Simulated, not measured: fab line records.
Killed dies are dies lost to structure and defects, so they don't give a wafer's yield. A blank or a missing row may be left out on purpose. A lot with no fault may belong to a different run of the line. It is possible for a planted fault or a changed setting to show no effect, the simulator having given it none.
Split-lot study :: flow n5-finfet :: on a route of 1938 steps: 7 lots, 21 wafers read

## THE SPLIT
At N5_ZERO_LAYER_PECVD_02 (deposits SiO2 from SiH4/N2O, target thk 10 nm, time 6 s), the setting time-s was moved away from the recipe's 6 s on 6 of the 21 wafers read, by +6.6% to +13.6%. This setting was run at the recipe's value on the other wafers.

The reading comes from the split's own step.

## THE READING
SiO2_of_ZERO_LAYER_PECVD_02.thk-nm (the simulator's own value, which no gauge read), in nm, at N5_ZERO_LAYER_PECVD_02 (deposits SiO2 from SiH4/N2O, target thk 10 nm, time 6 s). The file does not state a usual value for it. The 15 wafers here that ran the recipe average 10.116 nm, standard deviation 0.12 nm.

wafer: L075.3
tool, chamber at the split: pecvd-03, 2
time-s as run, s: 6
against the recipe: recipe
SiO2_of_ZERO_LAYER_PECVD_02.thk-nm, nm: 10.19
against lot-mates on the recipe: -

wafer: L075.4
tool, chamber at the split: pecvd-03, 0
time-s as run, s: 6
against the recipe: recipe
SiO2_of_ZERO_LAYER_PECVD_02.thk-nm, nm: 10.31
against lot-mates on the recipe: -

wafer: L075.5
tool, chamber at the split: pecvd-03, 2
time-s as run, s: 6
against the recipe: recipe
SiO2_of_ZERO_LAYER_PECVD_02.thk-nm, nm: 10.04
against lot-mates on the recipe: -

wafer: L077.2
tool, chamber at the split: pecvd-03, 0
time-s as run, s: 6
against the recipe: recipe
SiO2_of_ZERO_LAYER_PECVD_02.thk-nm, nm: 10.14
against lot-mates on the recipe: -

wafer: L077.3
tool, chamber at the split: pecvd-03, 1
time-s as run, s: 6
against the recipe: recipe
SiO2_of_ZERO_LAYER_PECVD_02.thk-nm, nm: 10.02
against lot-mates on the recipe: -

wafer: L077.5
tool, chamber at the split: pecvd-03, 0
time-s as run, s: 6
against the recipe: recipe
SiO2_of_ZERO_LAYER_PECVD_02.thk-nm, nm: 10.18
against lot-mates on the recipe: -

wafer: L081.1
tool, chamber at the split: pecvd-04, 2
time-s as run, s: 6
against the recipe: recipe
SiO2_of_ZERO_LAYER_PECVD_02.thk-nm, nm: 10.14
against lot-mates on the recipe: -

wafer: L081.2
tool, chamber at the split: pecvd-04, 1
time-s as run, s: 6
against the recipe: recipe
SiO2_of_ZERO_LAYER_PECVD_02.thk-nm, nm: 10.25
against lot-mates on the recipe: -

wafer: L081.3
tool, chamber at the split: pecvd-04, 0
time-s as run, s: 6.394
against the recipe: +6.6%
SiO2_of_ZERO_LAYER_PECVD_02.thk-nm, nm: 10.73
against lot-mates on the recipe: +0.535

wafer: L082.1
tool, chamber at the split: pecvd-01, 0
time-s as run, s: 6.816
against the recipe: +13.6%
SiO2_of_ZERO_LAYER_PECVD_02.thk-nm, nm: 11.18
against lot-mates on the recipe: +1.242

wafer: L082.4
tool, chamber at the split: pecvd-01, 0
time-s as run, s: 6
against the recipe: recipe
SiO2_of_ZERO_LAYER_PECVD_02.thk-nm, nm: 9.857
against lot-mates on the recipe: -

wafer: L082.5
tool, chamber at the split: pecvd-01, 2
time-s as run, s: 6
against the recipe: recipe
SiO2_of_ZERO_LAYER_PECVD_02.thk-nm, nm: 10.02
against lot-mates on the recipe: -

wafer: L084.4
tool, chamber at the split: pecvd-03, 2
time-s as run, s: 6
against the recipe: recipe
SiO2_of_ZERO_LAYER_PECVD_02.thk-nm, nm: 10.18
against lot-mates on the recipe: -

wafer: L084.5
tool, chamber at the split: pecvd-03, 1
time-s as run, s: 6.454
against the recipe: +7.6%
SiO2_of_ZERO_LAYER_PECVD_02.thk-nm, nm: 11.01
against lot-mates on the recipe: +0.830

wafer: L084.6
tool, chamber at the split: pecvd-03, 0
time-s as run, s: 6.454
against the recipe: +7.6%
SiO2_of_ZERO_LAYER_PECVD_02.thk-nm, nm: 10.99
against lot-mates on the recipe: +0.810

wafer: L090.1
tool, chamber at the split: pecvd-03, 1
time-s as run, s: 6
against the recipe: recipe
SiO2_of_ZERO_LAYER_PECVD_02.thk-nm, nm: 10.3
against lot-mates on the recipe: -

wafer: L090.3
tool, chamber at the split: pecvd-03, 0
time-s as run, s: 6
against the recipe: recipe
SiO2_of_ZERO_LAYER_PECVD_02.thk-nm, nm: 9.996
against lot-mates on the recipe: -

wafer: L090.4
tool, chamber at the split: pecvd-03, 2
time-s as run, s: 6
against the recipe: recipe
SiO2_of_ZERO_LAYER_PECVD_02.thk-nm, nm: 10.01
against lot-mates on the recipe: -

wafer: L093.2
tool, chamber at the split: pecvd-03, 1
time-s as run, s: 6.578
against the recipe: +9.6%
SiO2_of_ZERO_LAYER_PECVD_02.thk-nm, nm: 11
against lot-mates on the recipe: +0.900

wafer: L093.4
tool, chamber at the split: pecvd-03, 2
time-s as run, s: 6.578
against the recipe: +9.6%
SiO2_of_ZERO_LAYER_PECVD_02.thk-nm, nm: 10.83
against lot-mates on the recipe: +0.730

wafer: L093.5
tool, chamber at the split: pecvd-03, 0
time-s as run, s: 6
against the recipe: recipe
SiO2_of_ZERO_LAYER_PECVD_02.thk-nm, nm: 10.1
against lot-mates on the recipe: -

THE FIT
A straight line over all 21 wafers: SiO2_of_ZERO_LAYER_PECVD_02.thk-nm changes by +0.0885 nm for each +1% of time-s; r = +0.95; the points scatter about the line by 0.14 nm.
The same after taking each lot's own level away (the mean of its wafers on the recipe; 21 wafers): +0.0916 nm for each +1%; r = +0.97; scatter 0.1 nm.
According to that fit, moving time-s by its largest amount changes the reading by 1.2 nm.
The span of the lots' own levels, 9.9385 to 10.1950 nm, comes to 2.1 times the standard deviation stated above.
The two slopes agree, so the slope changes little with the lot-to-lot level.
Check: +1.25 nm against its lot-mates is what the line predicts for one of the wafers moved furthest among these (+13.6%) when that wafer is left out of the fit. It came out at +1.24 nm against them.

## THE FILE'S OWN FIT
SiO2_of_ZERO_LAYER_PECVD_02.thk-nm changes by +0.0915 nm for each +1% of time-s, r = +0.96.
